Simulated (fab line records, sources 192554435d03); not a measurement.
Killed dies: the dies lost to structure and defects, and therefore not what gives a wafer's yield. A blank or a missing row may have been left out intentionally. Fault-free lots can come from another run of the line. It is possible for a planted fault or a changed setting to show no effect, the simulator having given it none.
Chamber matching + flow n5Finfet + N5_BEOL_M0_SAQP_ETCH_73 on rieDiel-02 has 4 sister chambers
The step etches SiARC in CF4, target depth 19.5 nm, time 32.5 s. 4 wafers are shown with their chamber, then 10 later ones without.

## WAFERS PAIRED WITH THEIR CHAMBERS
| wafer  | chamber | showerheadPlenumPTorr (Torr) |
|--------|---------|------------------------------|
| L080.2 | 2       | 2.23                         |
| L084.5 | 0       | 2.18                         |
| L086.1 | 3       | 2.29                         |
| L086.2 | 1       | 2.17                         |

## WAFERS MISSING THEIR CHAMBER
| wafer  | showerheadPlenumPTorr (Torr) |
|--------|------------------------------|
| L086.3 | 2.17                         |
| L090.1 | 2.29                         |
| L090.5 | 2.17                         |
| L090.6 | 2.17                         |
| L093.2 | 2.29                         |
| L093.4 | 2.17                         |
| L093.6 | 2.17                         |
| L096.1 | 2.17                         |
| L096.3 | 2.17                         |
| L096.4 | 2.28                         |

## THE CHAMBER EACH PASSED THROUGH
| wafer  | from the rows above | in truth                   |
|--------|---------------------|----------------------------|
| L086.3 | 1                   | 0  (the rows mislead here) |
| L090.1 | 3                   | 3                          |
| L090.5 | 1                   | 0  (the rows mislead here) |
| L090.6 | 1                   | 1                          |
| L093.2 | 3                   | 3                          |
| L093.4 | 1                   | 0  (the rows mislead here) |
| L093.6 | 1                   | 1                          |
| L096.1 | 1                   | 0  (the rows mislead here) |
| L096.3 | 1                   | 1                          |
| L096.4 | 3                   | 3                          |
Correctly placed: 6 of 10. Can't be placed from these rows: 0. Placed wrongly: 4.
How it was worked out, from the rows above alone: a wafer's distance from a chamber is the root of the sum, over the readings, of the square of ((its reading less the chamber's mean) divided by the reading's scatter). If the next closest chamber is less than 2 further off than the closest, the wafer can't be placed; otherwise it belongs to the closest. For every chamber, the mean is computed from those of its wafers that are shown. The scatter (one wafer shown for each chamber): square how far every hidden wafer sits from the nearest shown wafer, average those squares and take the square root.
